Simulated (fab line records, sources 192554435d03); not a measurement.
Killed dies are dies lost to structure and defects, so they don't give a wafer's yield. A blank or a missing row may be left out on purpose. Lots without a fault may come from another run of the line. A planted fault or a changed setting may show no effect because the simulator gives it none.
fab line records | flow n5_finfet
record lots=5 wafers=15 last_day=17
route steps=1938 shown BEOL_M1@781 BEOL_M4@1111 PASSIVATION@1936
lots that met no fault: from a run of the same line without faults
start_h: hours from the record's first day to the start of the lot's first wafer shown | wait_h: hours since the lot's step before | " the same as in the row above | L1.1+2: a row that stands for several wafers | - no value, or no start given | * or withheld: withheld | < > ~ a bound
route shown NAME@n: a module of which the file shows steps, and the number in the route of the first | usual: mean/standard deviation of fault-free wafers | same: alike in all rows | chamber/n: place in a boat | sites: the reading at each site | _std_site: their standard deviation | _edge_site: outer sites' mean less inner sites' | radius_mm: how far each site lies from the wafer's centre | mask NAME#n: copy n | behind: the tool/chamber that last shaped the wafer | hold: why the lot was held/for how many hours/how that ended | device: the transistor (n, p or np) that didn't switch | end of line: the same wafers' tests at the end of the route | a step without rows: its recipe alone | killed: dies lost to structure and defects at the first sort, not the wafer's yield | map: a wafer's dies, x killed, . not, _ none there
set.NAME: the setting as run; set.NAME@STEP: as run at that earlier step | model.NAME: the simulator's own value behind a step, which no gauge read
lots at some steps of the route; a table a step, a row a wafer
services: from which hour (start_h, from the record's first day; less than 0 if before it) a tool's chamber was out of use, for how many hours, and why
## steps
# step N5_BEOL_M1_EBR_24
# recipe solvent=PGMEA ebr_width_mm=1.5
# step N5_BEOL_M1_SOFTBAKE_23
# recipe temp_c=110 time_s=60 resist=CAR-EUV
# step N5_BEOL_M1_EXPOSE_25
# recipe mask_id=V0 na=0.33 source_shape=quasar sigma_inner=0.2 sigma_outer=0.8 polarization=unpolarized defocus_nm=5 target_cd_nm=24 dose_mj=63
# step N5_BEOL_M1_PEB_26
# recipe peb_temp_c=100 peb_time_s=60 resist=CAR-EUV
# step N5_BEOL_M1_DEVELOP_27
# recipe develop_time_s=30 developer=TMAH resist=CAR-EUV rinse_liquid=surfactant_rinse dry=air_spin dev_temp_c=23
# step N5_BEOL_M1_DESCUM_33
# recipe chemistry=O2 time_s=7 source_power_w=50 bias_power_w=20 pressure_mtorr=20 rf_frequency_hz=2.712e+07 temp_c=40 resist=CAR-EUV o2_flow_sccm=225
# step N5_BEOL_M1_ETCH_77
# recipe chemistry=N2/H2 target=underlayer target_depth_a=65 mask_material=CAR-EUV time_s=5.2 ion_energy_ev=200 pressure_mtorr=30 source_w=840 bias_w=150 n2_flow_sccm=200 h2_flow_sccm=200 ends=cleared
# step N5_BEOL_M1_ETCH_69
# recipe chemistry=CF4 target=SiARC target_depth_a=156 mask_material=CAR-EUV time_s=26 ion_energy_ev=80 pressure_mtorr=40 source_w=545 bias_w=36 Ar_flow_sccm=100 cf4_flow_sccm=100 ends=cleared
# step N5_BEOL_M1_ALD_98
# recipe material=SiO2 target_thk_a=25 temp_c=100 ald_precursor_family=BDEAS ald_co_reactant=O2-plasma pulse_time_s=1 co_reactant_pulse_time_s=1 purge_time_s=2 co_reactant_purge_time_s=2 ald_cycles=17 pressure_torr=2
# step N5_BEOL_M1_ETCHBACK_99
# recipe chemistry=CHF3 target=SiO2 target_depth_a=50 time_s=10.4 source_w=215 bias_w=47 Ar_flow_sccm=200 CHF3_flow_sccm=12 ion_energy_ev=100 pressure_mtorr=30
# usual CHF3_flow_sccm=12.01/0.035 bias_w=46.99/0.12 drypump_motor_current_A=5.8/0.55 oes_product_au=0.79/0.058 rf_vpp_V=241.8/2.7 showerhead_plenum_p_Torr=2.15/0.069 throttle_valve_pct=16.97/0.18
# columns lot.wafer tool chamber start_h wait_h CHF3_flow_sccm bias_w drypump_motor_current_A oes_product_au rf_hours_counter_h rf_vpp_V showerhead_plenum_p_Torr throttle_valve_pct model.CAR-EUV_of_BEOL_M1_COAT_22.thk_nm
L812.2 rie_diel-02 1 139.04 8.1 12.00 46.86 6.4 0.91 16 241.9 2.30 16.92 10.4
L812.3 " 0 " " 12.06 47.08 5.7 0.82 84 243.9 2.19 16.71 10.4
L812.6 " 0 " " 12.02 47.19 5.8 0.81 - 242.1 2.18 16.72 10.4
L820.2 rie_diel-02 1 183.80 1.7 - - - - - - - - 11.2
L820.3 " 0 " " - - - - - - - - 11.2
L820.5 " 2 " " - - - - - - - - 11.2
L819.2 rie_diel-06 3 184.02 9.8 - - - - - - - - 11.2
L819.3 " 1 " " - - - - - - - - 11.2
L819.4 " 2 " " - - - - - - - - 11.2
L821.1 rie_diel-06 3 189.08 3.3 - - - - - - - - 11.2
L821.4 " 1 " " - - - - - - - - 11.2
L821.6 " 1 " " - - - - - - - - 11.2
L829.1 rie_diel-05 2 250.89 13.3 11.96 47.13 5.3 0.88 49 242.9 2.10 16.88 10.4
L829.3 " 3 " " 11.95 46.98 5.8 0.73 166 241.2 2.23 16.77 10.4
L829.6 " 2 " " 11.98 47.01 5.3 0.87 - 241.5 2.10 16.89 10.4
# step N5_BEOL_M1_ETCH_70
# recipe chemistry=N2/H2 target=SOC target_depth_a=800 overetch_a=160 mask_material=SiARC temp_c=40 time_s=120 ion_energy_ev=200 pressure_mtorr=30 source_w=840 bias_w=150 n2_flow_sccm=200 h2_flow_sccm=200
# usual drypump_motor_current_A=5.8/0.55 h2_flow_sccm=200.0/0.64 oes_product_au=0.61/0.043 rf_vpp_V=523.8/2.2 showerhead_plenum_p_Torr=2.54/0.079 throttle_valve_pct=17.71/0.19
# columns lot.wafer tool chamber start_h wait_h drypump_motor_current_A h2_flow_sccm oes_product_au rf_hours_counter_h rf_vpp_V showerhead_plenum_p_Torr throttle_valve_pct
L812.2 rie_diel-02 1 139.07 0.0 6.4 199.3 0.69 16 528.4 2.71 17.71
L812.3 " 0 " " 5.8 200.6 0.63 84 524.9 2.57 17.32
L812.6 " 0 " " 5.8 200.8 0.63 - 524.6 2.57 17.35
L820.2 rie_diel-02 1 183.84 0.0 6.4 200.4 0.32 30 528.8 2.70 17.70
L820.3 " 0 " " 5.8 200.5 0.30 97 523.1 2.56 17.32
L820.5 " 2 " " 6.1 199.6 0.31 - 525.8 2.58 17.75
L819.2 rie_diel-06 3 184.06 0.0 5.8 199.8 0.30 104 521.0 2.46 17.86
L819.3 " 1 " " 5.3 200.9 0.30 89 522.5 2.46 17.66
L819.4 " 2 " " 6.6 201.0 0.27 235 523.3 2.50 17.96
L821.1 rie_diel-06 3 189.11 0.0 5.8 200.7 0.30 105 521.3 2.46 17.86
L821.4 " 1 " " 5.2 199.5 0.31 91 521.1 2.46 17.65
L821.6 " 1 " " 5.2 199.8 0.30 - 522.2 2.46 17.67
L829.1 rie_diel-05 2 250.93 0.0 5.3 200.9 0.67 49 522.1 2.48 17.66
L829.3 " 3 " " 5.8 200.0 0.57 166 526.9 2.65 17.53
L829.6 " 2 " " 5.3 199.9 0.67 - 522.6 2.48 17.67
# step N5_BEOL_M1_STRIP_71
# recipe chemistry=N2/H2 temp_c=40 n2_flow_sccm=200 h2_flow_sccm=200 rf_frequency_hz=6e+07
# step N5_BEOL_M4_RC_MEAS_101
# usual DIBL_N=36.6/1.1 DIBL_P=36.8/1.6 IOFF_N=0.169/0.024 IOFF_P=0.206/0.028 ION_N=679/9.2 ION_P=462/7 SS_N=71.6/0.57 SS_P=73.3/0.57 VT_N=248.8/2.4 VT_P=-251/3
# columns lot.wafer tool chamber start_h wait_h DIBL_N[mV/V] DIBL_P[mV/V] IOFF_N[nA/um] IOFF_P[nA/um] ION_N[uA/um] ION_P[uA/um] SS_N[mV/dec] SS_P[mV/dec] VT_N[mV] VT_P[mV]
L812.2 prober-01 0 201.41 0.2 37.1 37.3 0.182 0.215 673 456 72.2 74.1 248.4 -249
L812.3 " 0 " " 34.8 34.9 0.143 0.182 679 459 71.5 73.5 248.1 -255
L812.6 " 0 " " 36.6 37.7 0.185 0.224 687 465 72.3 74.0 247.1 -252
L829.1 prober-01 0 304.79 0.0 38.7 38.7 0.226 0.232 698 466 72.6 73.9 243.9 -249
L829.3 " 0 " " 38.3 39.5 0.212 0.242 684 466 72.2 74.1 247.3 -249
L829.6 " 0 " " 37.5 36.6 0.187 0.199 677 461 72.4 72.7 248.9 -250
# step N5_PASSIVATION_PROBE_49
# usual defect_limited_yield=91.1/1.5 killed_at_M0_to_M3=36/11 killed_at_M4_up=14/5.6 killed_at_contacts=11/5.6 killed_at_front_end=40/12 killed_at_other=4/3.2 killed_dies=105/17 killed_on_rim=14/3.4 killed_open=69/12 killed_short=34/8.4 sort_bin_5_function=5.2/0.95 sort_bin_6_memory=3.3/0.63 sort_n_pass=1075/17 sort_yield_pct=91.1/1.5
# same gross_dies=1180 killed_at_back_side=0 sort_bin_4_leakage[%]=0 sort_bin_8_speed[%]=0
# columns lot.wafer tool chamber start_h wait_h defect_limited_yield[%] killed_at_M0_to_M3 killed_at_M4_up killed_at_contacts killed_at_front_end killed_at_other killed_dies killed_on_rim killed_open killed_short sort_bin_5_function[%] sort_bin_6_memory[%] sort_n_pass sort_yield_pct[%]
L820.2 prober-02 - 357.46 0.1 0 1119 10 9 41 1 1180 152 53 37 96.2 3.6 0 0
L820.3 prober-02 - 357.51 0.1 0 1115 11 7 46 1 1180 152 69 43 96.3 3.6 0 0
L820.5 prober-02 - 357.61 0.2 0 1114 11 13 36 6 1180 152 72 24 96.7 2.9 0 0
L819.2 prober-02 - 363.12 0.1 0 1106 15 9 36 14 1180 152 74 33 97.0 2.7 0 0
L819.3 prober-02 - 363.17 0.1 0 1090 13 8 61 8 1180 152 74 46 95.8 3.6 0 0
L819.4 prober-02 - 363.22 0.2 0 1112 19 6 36 7 1180 152 83 27 95.2 4.7 0 0
L821.1 prober-01 - 367.42 0.0 0 1097 23 11 46 3 1180 152 72 43 96.0 3.5 0 0
L821.4 prober-01 - 367.57 0.2 0 1131 11 6 27 5 1180 152 77 36 95.8 4.2 0 0
L821.6 prober-01 - 367.67 0.3 0 1145 7 7 20 1 1180 152 55 14 97.2 2.5 0 0
# killed by level:class
L820.2 BEOL_M1:area_etchback=1088 FIN_SAQP:geometric_particle:short=10 FIN_SAQP:geometric_particle:open=10 BEOL_M0_SAQP:geometric_particle:open=8 DUMMY_GATE:geometric_particle:open=6 MOL_CONTACT_COAG:geometric_particle:open=5 BEOL_M0_SAQP:geometric_particle:short=5 BEOL_M1:geometric_particle:open=5
L820.3 BEOL_M1:area_etchback=1067 BEOL_M3:geometric_particle:open=16 BEOL_M0_SAQP:geometric_particle:short=11 FIN_SAQP:geometric_particle:short=9 FIN_SAQP:geometric_particle:open=7 BEOL_M0_SAQP:geometric_particle:open=7 GATE_CUT:geometric_particle:short=6 MOL_CONTACT_COAG:geometric_particle:open=6
L820.5 BEOL_M1:area_etchback=1083 FIN_SAQP:geometric_particle:open=10 STI_FIN_REVEAL:geometric_particle:open=10 MOL_CONTACT_COAG:geometric_particle:open=10 BEOL_M0_SAQP:geometric_particle:short=8 BEOL_M0_SAQP:geometric_particle:open=8 BEOL_M4:geometric_particle:open=7 BEOL_M1:geometric_particle:open=6
L819.2 BEOL_M1:area_etchback=1072 BEOL_M1:geometric_particle:open=12 MOL_CONTACT_COAG:geometric_particle:open=9 FIN_SAQP:geometric_particle:open=8 STI_FIN_REVEAL:geometric_particle:open=7 MIM_TOP_ETCH:geometric_particle:short=7 BEOL_M0_SAQP:geometric_particle:open=5 BEOL_M1:geometric_particle:short=4
L819.3 BEOL_M1:area_etchback=1060 FIN_SAQP:geometric_particle:open=16 STI_FIN_REVEAL:geometric_particle:open=12 FIN_SAQP:geometric_particle:short=10 MOL_CONTACT_COAG:geometric_particle:open=8 GATE_CUT:geometric_particle:short=6 BEOL_M0_SAQP:geometric_particle:open=6 BEOL_M4:geometric_particle:open=6
L819.4 BEOL_M1:area_etchback=1070 FIN_SAQP:geometric_particle:open=13 BEOL_M4:geometric_particle:open=10 STI_FIN_REVEAL:geometric_particle:open=9 BEOL_M1:geometric_particle:open=9 BEOL_M0_SAQP:geometric_particle:open=8 BEOL_M2:geometric_particle:open=8 MOL_CONTACT_COAG:geometric_particle:open=5
L821.1 BEOL_M1:area_etchback=1064 FIN_SAQP:geometric_particle:short=12 MOL_CONTACT_COAG:geometric_particle:open=10 FIN_SAQP:geometric_particle:open=9 BEOL_M3:geometric_particle:open=9 BEOL_M0_SAQP:geometric_particle:short=7 BEOL_M4:geometric_particle:open=7 BEOL_M2:geometric_particle:open=6
L821.4 BEOL_M1:area_etchback=1067 BEOL_M3:geometric_particle:open=13 BEOL_M2:geometric_particle:open=12 BEOL_M1:geometric_particle:open=10 BEOL_M0_SAQP:geometric_particle:short=10 FIN_SAQP:geometric_particle:open=9 FIN_SAQP:geometric_particle:short=8 BEOL_M0_SAQP:geometric_particle:open=6
L821.6 BEOL_M1:area_etchback=1110 BEOL_M1:geometric_particle:open=10 BEOL_M2:geometric_particle:open=8 MOL_CONTACT_COAG:geometric_particle:open=7 STARTING-WAFER:geometric_particle:open=5 BEOL_M0:geometric_particle:open=4 BEOL_M3:geometric_particle:open=4 FIN_CUT:geometric_particle:open=3
# map L819.2 (x killed, . not)
_________________xxxxxxxxxxxx________________
______________xxxxxxxxxxxxxxxxxx_____________
___________xxxxxxxxxxxxxxxxxxxxxxxx__________
__________xxxxxxxxxxxxxxxxxxxxxxxxxx_________
________xxxxxxxxxxxxxxxxxxxxxxxxxxxxxx_______
_______xxxxxxxxxxxxxxxxxxxxxxxxxxxxxxxx______
______xxxxxxxxxxxxxxxxxxxxxxxxxxxxxxxxxx_____
_____xxxxxxxxxxxxxxxxxxxxxxxxxxxxxxxxxxxx____
____xxxxxxxxxxxxxxxxxxxxxxxxxxxxxxxxxxxxxx___
___xxxxxxxxxxxxxxxxxxxxxxxxxxxxxxxxxxxxxxxx__
___xxxxxxxxxxxxxxxxxxxxxxxxxxxxxxxxxxxxxxxx__
__xxxxxxxxxxxxxxxxxxxxxxxxxxxxxxxxxxxxxxxxxx_
__xxxxxxxxxxxxxxxxxxxxxxxxxxxxxxxxxxxxxxxxxx_
_xxxxxxxxxxxxxxxxxxxxxxxxxxxxxxxxxxxxxxxxxxxx
_xxxxxxxxxxxxxxxxxxxxxxxxxxxxxxxxxxxxxxxxxxxx
_xxxxxxxxxxxxxxxxxxxxxxxxxxxxxxxxxxxxxxxxxxxx
_xxxxxxxxxxxxxxxxxxxxxxxxxxxxxxxxxxxxxxxxxxxx
_xxxxxxxxxxxxxxxxxxxxxxxxxxxxxxxxxxxxxxxxxxxx
_xxxxxxxxxxxxxxxxxxxxxxxxxxxxxxxxxxxxxxxxxxxx
_xxxxxxxxxxxxxxxxxxxxxxxxxxxxxxxxxxxxxxxxxxxx
_xxxxxxxxxxxxxxxxxxxxxxxxxxxxxxxxxxxxxxxxxxxx
__xxxxxxxxxxxxxxxxxxxxxxxxxxxxxxxxxxxxxxxxxx_
__xxxxxxxxxxxxxxxxxxxxxxxxxxxxxxxxxxxxxxxxxx_
___xxxxxxxxxxxxxxxxxxxxxxxxxxxxxxxxxxxxxxxx__
___xxxxxxxxxxxxxxxxxxxxxxxxxxxxxxxxxxxxxxxx__
____xxxxxxxxxxxxxxxxxxxxxxxxxxxxxxxxxxxxxx___
_____xxxxxxxxxxxxxxxxxxxxxxxxxxxxxxxxxxxx____
______xxxxxxxxxxxxxxxxxxxxxxxxxxxxxxxxxx_____
_______xxxxxxxxxxxxxxxxxxxxxxxxxxxxxxxx______
________xxxxxxxxxxxxxxxxxxxxxxxxxxxxxx_______
__________xxxxxxxxxxxxxxxxxxxxxxxxxx_________
___________xxxxxxxxxxxxxxxxxxxxxxxx__________
______________xxxxxxxxxxxxxxxxxx_____________
_________________xxxxxxxxxxxx________________
# map L820.2 (x killed, . not)
_________________xxxxxxxxxxxx________________
______________xxxxxxxxxxxxxxxxxx_____________
___________xxxxxxxxxxxxxxxxxxxxxxxx__________
__________xxxxxxxxxxxxxxxxxxxxxxxxxx_________
________xxxxxxxxxxxxxxxxxxxxxxxxxxxxxx_______
_______xxxxxxxxxxxxxxxxxxxxxxxxxxxxxxxx______
______xxxxxxxxxxxxxxxxxxxxxxxxxxxxxxxxxx_____
_____xxxxxxxxxxxxxxxxxxxxxxxxxxxxxxxxxxxx____
____xxxxxxxxxxxxxxxxxxxxxxxxxxxxxxxxxxxxxx___
___xxxxxxxxxxxxxxxxxxxxxxxxxxxxxxxxxxxxxxxx__
___xxxxxxxxxxxxxxxxxxxxxxxxxxxxxxxxxxxxxxxx__
__xxxxxxxxxxxxxxxxxxxxxxxxxxxxxxxxxxxxxxxxxx_
__xxxxxxxxxxxxxxxxxxxxxxxxxxxxxxxxxxxxxxxxxx_
_xxxxxxxxxxxxxxxxxxxxxxxxxxxxxxxxxxxxxxxxxxxx
_xxxxxxxxxxxxxxxxxxxxxxxxxxxxxxxxxxxxxxxxxxxx
_xxxxxxxxxxxxxxxxxxxxxxxxxxxxxxxxxxxxxxxxxxxx
_xxxxxxxxxxxxxxxxxxxxxxxxxxxxxxxxxxxxxxxxxxxx
_xxxxxxxxxxxxxxxxxxxxxxxxxxxxxxxxxxxxxxxxxxxx
_xxxxxxxxxxxxxxxxxxxxxxxxxxxxxxxxxxxxxxxxxxxx
_xxxxxxxxxxxxxxxxxxxxxxxxxxxxxxxxxxxxxxxxxxxx
_xxxxxxxxxxxxxxxxxxxxxxxxxxxxxxxxxxxxxxxxxxxx
__xxxxxxxxxxxxxxxxxxxxxxxxxxxxxxxxxxxxxxxxxx_
__xxxxxxxxxxxxxxxxxxxxxxxxxxxxxxxxxxxxxxxxxx_
___xxxxxxxxxxxxxxxxxxxxxxxxxxxxxxxxxxxxxxxx__
___xxxxxxxxxxxxxxxxxxxxxxxxxxxxxxxxxxxxxxxx__
____xxxxxxxxxxxxxxxxxxxxxxxxxxxxxxxxxxxxxx___
_____xxxxxxxxxxxxxxxxxxxxxxxxxxxxxxxxxxxx____
______xxxxxxxxxxxxxxxxxxxxxxxxxxxxxxxxxx_____
_______xxxxxxxxxxxxxxxxxxxxxxxxxxxxxxxx______
________xxxxxxxxxxxxxxxxxxxxxxxxxxxxxx_______
__________xxxxxxxxxxxxxxxxxxxxxxxxxx_________
___________xxxxxxxxxxxxxxxxxxxxxxxx__________
______________xxxxxxxxxxxxxxxxxx_____________
_________________xxxxxxxxxxxx________________
## services
# columns tool chamber start_h hours kind
rie_diel-06 2 128.81 12.8 repair
rie_diel-06 - 143.51 0.7 repair
rie_diel-02 3 173.20 15.3 repair
rie_diel-02 0 191.16 13.6 repair
rie_diel-06 2 235.12 - clean
rie_diel-06 2 235.12 - consumable_replace:focus_ring
rie_diel-06 2 235.12 34.8 scheduled_down
rie_diel-06 2 235.12 34.8 vent_cycle
## key
first_sign step=N5_BEOL_M1_ETCHBACK_99 reading=tool_record direction=missing
effect step=N5_BEOL_M1_ETCH_70 reading=oes_product_au direction=down sigmas=7.2 usual=0.61 struck=0.30
effect step=N5_PASSIVATION_PROBE_49 reading=killed_at_M0_to_M3 direction=up sigmas=98 usual=36 struck=1114
model_effect step=N5_BEOL_M1_ETCHBACK_99 value=CAR-EUV_of_BEOL_M1_COAT_22.thk_nm without=10.44 struck=11.2
more_kills_born_at N5_BEOL_M1_ETCHBACK_99@rie_diel-06=6443 N5_BEOL_M1_ETCHBACK_99@rie_diel-02=3238
met_at N5_BEOL_M1_ETCHBACK_99
struck_wafers L819.2,L819.3,L819.4,L820.2,L820.3,L820.5,L821.1,L821.4,L821.6
later_rows_left_out L819.2,L819.3,L819.4,L820.2,L820.3,L820.5,L821.1,L821.4,L821.6
onset_between 139.04 183.80
fault kind=skipped_step_whole tool=rie_diel-02,rie_diel-06 chamber=- onset_h=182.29 steps=N5_BEOL_M1_ETCHBACK_99 scope=struck_lots_only
# later_rows_left_out: the simulator's readings of these wafers behind a module that went badly wrong aren't trusted and aren't shown, but for the sort
